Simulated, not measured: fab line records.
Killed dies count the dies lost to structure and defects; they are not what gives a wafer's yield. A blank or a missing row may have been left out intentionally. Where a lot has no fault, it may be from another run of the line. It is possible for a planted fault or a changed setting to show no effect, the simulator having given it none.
Matching of chambers | flow nandHarc | NHARC_A_M1_PRE_CLEAN_32 on pecvd-02: 3 sister chambers
The step time 12 s. 18 wafers are shown with their chamber, then 9 later ones without.

## WAFERS, EACH WITH ITS CHAMBER
wafer  | chamber | heaterPowerW (W)
L103.2 | 1       | 563
L103.5 | 2       | 584
L103.6 | 0       | 671
L104.2 | 0       | 768
L104.3 | 2       | 557
L104.4 | 2       | 560
L105.3 | 2       | 570
L105.4 | 2       | 553
L105.6 | 0       | 774
L102.1 | 0       | 668
L102.3 | 2       | 624
L102.6 | 2       | 636
L110.2 | 2       | 593
L110.4 | 0       | 790
L110.6 | 2       | 599
L118.1 | 0       | 774
L118.3 | 2       | 635
L118.6 | 1       | 514

SIGNATURES, as means of the wafers listed above
reading      | chamber 0 | chamber 1 | chamber 2 | scatter within a chamber
heaterPowerW | 740.83    | 538.50    | 591.10    | 41.6
Rule: for a wafer and a chamber, the distance is found by dividing, reading by reading, the gap between the wafer's reading and the chamber's mean by the reading's scatter, squaring, summing and taking the root. The wafer belongs to the nearest chamber; if the next one is less than 2 further off, it can't be placed. The scatter: take each reading less its chamber's mean, square it, sum over the shown wafers, divide by the number of wafers less the number of chambers, and take the root.

## WAFERS WHOSE CHAMBER IS MISSING
wafer  | heaterPowerW (W)
L119.1 | 594
L119.3 | 756
L119.6 | 753
L123.1 | 704
L123.2 | 587
L123.6 | 588
L124.2 | 633
L124.3 | 763
L124.6 | 568

## WHICH CHAMBER EACH WENT THROUGH
wafer  | from the rows above          | in truth
L119.1 | can't be placed: 2 or 1      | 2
L119.3 | 0                            | 0
L119.6 | 0                            | 0
L123.1 | can't be placed: 0 or 2      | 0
L123.2 | can't be placed: 2 or 1      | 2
L123.6 | can't be placed: 2 or 1      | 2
L124.2 | can't be placed: 2 or 1 or 0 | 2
L124.3 | 0                            | 0
L124.6 | can't be placed: 2 or 1      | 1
3 of 9 placed correctly. Can't be placed from these rows: 6 (the true chamber is among the candidates in 6). Placed wrongly: 0.
